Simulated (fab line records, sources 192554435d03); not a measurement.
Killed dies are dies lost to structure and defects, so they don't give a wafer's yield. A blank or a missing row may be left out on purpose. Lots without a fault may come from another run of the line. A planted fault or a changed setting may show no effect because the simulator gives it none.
Split-lot experiment | flow n5_finfet | 7 lots, 21 wafers read, on a route of 1938 steps

THE SPLIT
At N5_PMOS_HMC_CHANNEL_EPI_ETCH_32 (etches BARC in N2/H2, stops on SiO2, target depth 85.8 nm, time 50.3 s), the setting bias_w was moved away from the recipe's 150 W on 3 of the 21 wafers read, by -12.9% to -5.4%. The other wafers ran this setting at the recipe's value.

The reading is taken at the split's own step.

THE READING
rf_vpp_V, in V, at N5_PMOS_HMC_CHANNEL_EPI_ETCH_32 (etches BARC in N2/H2, stops on SiO2, target depth 85.8 nm, time 50.3 s). Fault-free wafers of this fab line usually give 523.2 V, standard deviation 2.3 V.

wafer  | tool, chamber at the split | bias_w as run, W | against the recipe | rf_vpp_V, V | against lot-mates on the recipe
L077.4 | rie_diel-04, 3             | 150              | recipe             | 523.8       | -
L077.5 | rie_diel-04, 1             | 150              | recipe             | 520.1       | -
L077.6 | rie_diel-04, 2             | 150              | recipe             | 527.8       | -
L082.3 | rie_diel-02, 3             | 150              | recipe             | 523.8       | -
L082.4 | rie_diel-02, 1             | 150              | recipe             | 522.4       | -
L082.5 | rie_diel-02, 1             | 150              | recipe             | 521.1       | -
L084.2 | rie_diel-04, 0             | 141.9            | -5.4%              | 506.1       | -16.1
L084.4 | rie_diel-04, 1             | 150              | recipe             | 522.2       | -
L084.5 | rie_diel-04, 0             | 141.9            | -5.4%              | 504.6       | -17.6
L089.2 | rie_diel-02, 2             | 150              | recipe             | 523.8       | -
L089.4 | rie_diel-02, 0             | 150              | recipe             | 527.2       | -
L089.6 | rie_diel-02, 2             | 150              | recipe             | 523.1       | -
L093.1 | rie_diel-06, 2             | 150              | recipe             | 527.0       | -
L093.2 | rie_diel-06, 3             | 150              | recipe             | 521.0       | -
L093.4 | rie_diel-06, 0             | 130.7            | -12.9%             | 478.6       | -45.4
L096.2 | rie_diel-02, 3             | 150              | recipe             | 523.5       | -
L096.5 | rie_diel-02, 2             | 150              | recipe             | 523.3       | -
L096.6 | rie_diel-02, 3             | 150              | recipe             | 522.9       | -
L097.1 | rie_diel-04, 2             | 150              | recipe             | 527.1       | -
L097.2 | rie_diel-04, 1             | 150              | recipe             | 520.5       | -
L097.5 | rie_diel-04, 2             | 150              | recipe             | 526.6       | -

THE FIT
A straight line over all 21 wafers: rf_vpp_V changes by +3.48 V for each +1% of bias_w; r = +0.98; the points scatter about the line by 2.3 V.
The same after taking each lot's own level away (the mean of its wafers on the recipe; 21 wafers): +3.43 V for each +1%; r = +0.98; scatter 2.3 V.
On that fit, the largest move of bias_w shifts the reading by 44 V.
The lots' own levels span 522.20 to 524.73 V, that is 1.1 times the standard deviation above.
So the lot-to-lot level changes the slope little: the two slopes agree.
Check: with one of the wafers moved furthest among these (-12.9%) left out of the fit, the line predicts -40.1 V for it against its lot-mates. It came out at -45.4 V against them.
Tool readings at the split's step, against how far the setting was moved: rf_vpp_V r = +0.98.

OTHER SPLITS ON THESE WAFERS
These wafers also went through other splits before the reading. Each is held against what the fit with the lots' levels taken away leaves over:
other split on the same wafers            | wafers away from the commonest value | r with rf_vpp_V (lot level and that fit taken away)
N5_PMOS_HMC_CHANNEL_EPI_EXPOSE_06 dose_mj | 3                                    | +0.02

THE FILE'S OWN FIT
rf_vpp_V changes by +3.47 V for each +1% of bias_w, r = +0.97.
